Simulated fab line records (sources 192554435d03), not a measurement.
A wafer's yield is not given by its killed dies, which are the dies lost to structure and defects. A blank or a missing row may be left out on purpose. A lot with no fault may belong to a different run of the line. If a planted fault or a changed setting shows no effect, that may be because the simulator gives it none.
What tool caused it? | flow n5_finfet | 11 lots, 33 wafers sampled, at 3 steps of a route of 1938

== WHAT THE GAUGES READ, wafer by wafer ==
N5_MOL_CONTACT_COAG_CD_MEAS_101 targets a cd of 16 nm.
lot  | measured     | on        | cd_nm (nm)
L075 | day 5 12:45  | cd_sem-02 | 16.20 16.14 15.95
L077 | day 6 00:17  | cd_sem-02 | 15.78 16.03 16.18
L079 | day 6 10:55  | cd_sem-01 | 16.26 16.12 16.17
L081 | day 6 22:47  | cd_sem-01 | 16.32 15.99 15.67
L083 | day 7 14:11  | cd_sem-02 | 16.62 16.08 15.98
L086 | day 8 06:34  | cd_sem-02 | 16.16 15.88 15.94
L087 | day 8 14:35  | cd_sem-02 | 16.10 16.46 16.53
L088 | day 9 04:08  | cd_sem-03 | 15.91 15.58 16.40
L091 | day 9 14:05  | cd_sem-01 | 15.75 16.11 16.08
L093 | day 10 00:26 | cd_sem-03 | 16.03 15.45 15.22
L096 | day 10 19:46 | cd_sem-02 | 15.63 15.97 15.56

== WHICH TOOL RAN EACH LOT (tool, then ch and the chambers of the sampled wafers, then the start) ==
lot  | N5_MOL_CONTACT_COAG_ETCH_48        | N5_MOL_CONTACT_COAG_STRIP_72
L075 | rie_diel-03 ch 0,3, day 5 12:28    | rie_diel-03 ch 0,3, day 5 12:31
L077 | rie_diel-01 ch 1,2,3, day 6 00:00  | rie_diel-01 ch 1,2,3, day 6 00:03
L079 | rie_diel-04 ch 0,2,3, day 6 10:38  | rie_diel-04 ch 0,2,3, day 6 10:41
L081 | rie_diel-03 ch 0,1, day 6 22:30    | rie_diel-03 ch 0,1, day 6 22:33
L083 | rie_diel-01 ch 1,2,3, day 7 13:54  | rie_diel-01 ch 1,2,3, day 7 13:57
L086 | rie_diel-04 ch 1,2,3, day 8 06:16  | rie_diel-04 ch 1,2,3, day 8 06:20
L087 | rie_diel-03 ch 1,2, day 8 14:14    | rie_diel-03 ch 1,2, day 8 14:20
L088 | rie_diel-01 ch 0,2,3, day 9 03:52  | rie_diel-01 ch 0,2,3, day 9 03:55
L091 | rie_diel-03 ch 0,1,3, day 9 13:49  | rie_diel-03 ch 0,1,3, day 9 13:52
L093 | rie_diel-04 ch 1,2,3, day 10 00:08 | rie_diel-04 ch 1,2,3, day 10 00:12
L096 | rie_diel-03 ch 2,3, day 10 19:19   | rie_diel-03 ch 2,3, day 10 19:22
- N5_MOL_CONTACT_COAG_ETCH_48: etches SiOC in C4F6/O2, target depth 15 nm, overetch 4.5 nm, time 17 s.
- N5_MOL_CONTACT_COAG_STRIP_72: strips in N2/H2.

== THE ANSWER, worked out from the rows above alone ==
Rule: usual is defined by the lots themselves. The widest of any qualifying gaps counts: lots, ordered by their means at a reading, are off when they make up no more than a third of the lots, leave a main group of 4 or more, and stand apart from it by 3 or more times the standard deviation of that group's means. A main group whose means are all the same, to the digits that the tables above print for the reading, isn't used. Also off: a lot with no number at a reading for which 4 or more lots have one. The other lots that the step has rows for count as sound.
No lot is off at any reading shown: from this, nothing can be told.

== WHAT HAD BEEN PUT IN BY THE SIMULATOR ==
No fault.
